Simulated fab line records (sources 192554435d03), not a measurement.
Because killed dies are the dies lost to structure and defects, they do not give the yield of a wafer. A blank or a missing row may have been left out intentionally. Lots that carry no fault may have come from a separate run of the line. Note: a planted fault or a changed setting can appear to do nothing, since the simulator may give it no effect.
A lot that was struck, set against a sound lot / flow n5Finfet / 37 steps out of a route of 1938
Sound: wafers L588.1, L588.4, L588.6. Wafers struck: L593.2, L593.3, L593.5. The cause is given at the end.
Order at every step that has rows: each side's tool, ch and its chambers, its first start. Under that, the readings that differ: sound wafers / struck wafers / difference of the means / sigmas: that difference in standard deviations of wafers without a fault.
alike: a reading whose means differ by less than 2 such deviations, as well as words and numbers matching on both sides. not compared: withheld readings; readings where some wafer has no value; bounds like >300 that might hide an equal value; numbers whose values overlap and for which the record gives no deviation.
The two part at a step that has a row with sigmas, a row that says differs or no value, or rows on one side only. Numbers that don't overlap but have no deviation are shown without sigmas and don't part them. Lack of a reading on every wafer of one side parts them only where that side has two or more wafers.

first, 10 steps without rows for these wafers: N5_DUMMY_GATE_ETCH_44 (etches poly-Si in HBr/O2, stops on SiO2, target depth 127.5 nm); N5_DUMMY_GATE_ETCH_42 (etches SiO2 in CHF3/O2, target depth 3.5 nm, time 31 s); N5_DUMMY_GATE_STRIP_48 (strips in N2/H2, time 20 s); N5_DUMMY_GATE_PRECLEAN_33 (cleans in dHF, time 10 s); N5_DUMMY_GATE_PRECLEAN_25 (cleans in O3/DIW, time 45 s); N5_DUMMY_GATE_PRECLEAN_51 (cleans in SC2, time 45 s); N5_DUMMY_GATE_SRD_26 (time 30 s); N5_DUMMY_GATE_UV_OZONE_45 (time 120 s); N5_SPACER0_ALD_07 (deposits SiNx, target thk 2 nm); N5_SPACER0_ALD_00 (deposits SiOCN, target thk 3.5 nm, pulse time 3 s, purge time 2 s).
N5_SPACER0_ALD_08: deposits SiNx, target thk 2 nm.
  sound on aldSin-01 ch 2,3, day 5 00:50; struck on aldSin-01 ch 0,1, day 6 06:08
  no value came back on the struck wafers for chamberPressureTorr (Torr), heaterPowerOuterW (W), heaterPowerW (W); on the sound wafers chamberPressureTorr (Torr) reads 2.007 2.005 2.001
then, 24 steps without rows for these wafers: N5_SD_EPI_N_COAT_32 (time 60 s, resist thk 350 nm); N5_SD_EPI_N_COAT_33 (time 60 s, resist thk 35 nm); N5_SD_EPI_N_COAT_03 (resist thk 150 nm); N5_SD_EPI_N_EBR_05; N5_SD_EPI_N_SOFTBAKE_04 (time 60 s); N5_SD_EPI_N_EXPOSE_06 (exposes mask SD N BLK, target cd 120 nm); N5_SD_EPI_N_PEB_07 (peb time 60 s); N5_SD_EPI_N_DEVELOP_08 (develop time 30 s); N5_SD_EPI_N_DESCUM_14 (chemistry O2, time 7.9 s); N5_SD_EPI_N_ETCH_34 (etches SiARC in CF4, target depth 45.5 nm, time 75.8 s); N5_SD_EPI_N_ETCH_35 (etches SOC in N2/H2, overetch 108 nm, time 486 s); N5_SD_EPI_N_STRIP_36 (strips in N2/H2); N5_SD_EPI_N_ETCHBACK_44 (etches SiNx in CH3F/O2, stops on SiO2, target depth 14.5 nm); N5_SD_EPI_N_ETCH_45 (etches SiOCN in CH3F/O2, target depth 6 nm); N5_SD_EPI_N_ETCH_16 (etches SiO2 in CHF3/O2, target depth 5 nm); N5_SD_EPI_N_STRIP_47 (strips in CHF3/O2); N5_SD_EPI_N_SD_RECESS_17 (chemistry HBr/Cl2/O2, target depth 41 nm, time 23.7 s, bt time 3 s); N5_SD_EPI_N_STRIP_38 (strips in N2/H2); N5_SD_EPI_N_WET_ETCH_43 (etches SiO2 in dHF, time 14 s, target depth 1.5 nm); N5_SD_EPI_N_STRIP_18 (strips in SPM, time 750 s); N5_SD_EPI_N_SRD_20 (time 30 s); N5_SD_EPI_N_PRECLEAN_48 (cleans in NF3:NH3, afs cycles 2, time 20 s, sublimation time 60 s); N5_SD_EPI_N_VAPOR_ETCH_50 (etches Si in HCl, time 54 s); N5_SD_EPI_N_EPI_21 (deposits Si:P, time 690 s).
-- the record jumps here: 7 days lie between the struck wafers' starts before and after (it left off in module SD_EPI_N and takes up again in module BEOL_M4, whose first step shown is number 1111 of the route) --
N5_BEOL_M4_RC_MEAS_101:
  sound on prober-02 ch 0, day 11 14:39; struck on prober-01 ch 0, day 13 17:13
reading=DIBL_N (mV/V); sound=36.8 35.0 35.5; struck=52.9 53.4 53.4; difference=+17.5; sigmas=+13
reading=DIBL_P (mV/V); sound=36.3 33.9 34.7; struck=50.6 52.3 51.3; difference=+16.4; sigmas=+12
reading=IOFF_N (nA/um); sound=0.165 0.125 0.141; struck=0.775 0.923 0.869; difference=+0.712; sigmas=+31
reading=IOFF_N_85C (nA/um); sound=3.2 2.6 2.9; struck=11.7 13.5 12.8; difference=+9.8; sigmas=+26
reading=IOFF_N_LIN (nA/um); sound=0.077 0.061 0.068; struck=0.237 0.275 0.260; difference=+0.189; sigmas=+22
reading=IOFF_P (nA/um); sound=0.234 0.193 0.202; struck=0.855 0.921 0.914; difference=+0.687; sigmas=+24
reading=IOFF_P_85C (nA/um); sound=4.1 3.4 3.6; struck=11.6 12.5 12.4; difference=+8.5; sigmas=+20
reading=IOFF_P_LIN (nA/um); sound=0.113 0.098 0.102; struck=0.305 0.321 0.315; difference=+0.209; sigmas=+17
reading=ION_N (uA/um); sound=671 664 676; struck=757 764 755; difference=+88; sigmas=+10
reading=ION_P (uA/um); sound=467 457 466; struck=516 520 518; difference=+55; sigmas=+9
reading=REXT_N (ohm.um); sound=78.4 79.2 79.2; struck=62.1 62.1 62.1; difference=-16.8; sigmas=-12
reading=REXT_P (ohm.um); sound=102.2 102.6 103.3; struck=82.5 83.5 83.7; difference=-19.5; sigmas=-7
reading=SS_N (mV/dec); sound=71.4 71.2 71.0; struck=75.6 76.2 76.0; difference=+4.7; sigmas=+9
reading=SS_P (mV/dec); sound=73.5 72.1 72.3; struck=76.1 76.5 76.4; difference=+3.7; sigmas=+6
reading=VT_N (mV); sound=247.1 252.8 249.9; struck=225.8 223.8 226.2; difference=-24.7; sigmas=-9
reading=VT_N_LVT (mV); sound=98.4 105.0 100.8; struck=75.2 71.4 72.6; difference=-28.3; sigmas=-10
reading=VT_P (mV); sound=-247 -247 -247; struck=-226 -226 -226; difference=+21; sigmas=+7
reading=VT_P_LVT (mV); sound=-96.3 -99.2 -98.8; struck=-75.3 -75.2 -75.8; difference=+22.7; sigmas=+8
  alike: IOFF_N_LONG
-- the record jumps here: 5 days lie between the struck wafers' starts before and after (it left off in module BEOL_M4 and takes up again in module PASSIVATION, whose first step shown is number 1936 of the route) --
N5_PASSIVATION_PROBE_49:
  sound: prober-02 at day 15 17:40; struck: prober-01 at day 18 10:45
reading=sort_bin_4_leakage (%); sound=0 0 0; struck=93.81 90.76 91.69; difference=+92.09; sigmas=
reading=sortNPass; sound=1119 1096 1097; struck=0 0 0; difference=-1104; sigmas=-61
reading=sortYieldPct (%); sound=94.8 92.9 93.0; struck=0 0 0; difference=-94; sigmas=-58
  alike: defectLimitedYield, killed_at_M0_to_M3, killed_at_M4_up, killedAtContacts, killedAtFrontEnd, killedAtOther, killedDies, killedOpen, killedShort, sort_bin_5_function, sort_bin_6_memory

WHERE THEY PART
First at N5_SPACER0_ALD_08; last, within this record, at N5_PASSIVATION_PROBE_49.

WHY: what the simulator had put in
Whole step skipped at N5_SPACER0_ALD_08 on aldSin-01, starting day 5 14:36. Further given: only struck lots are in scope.
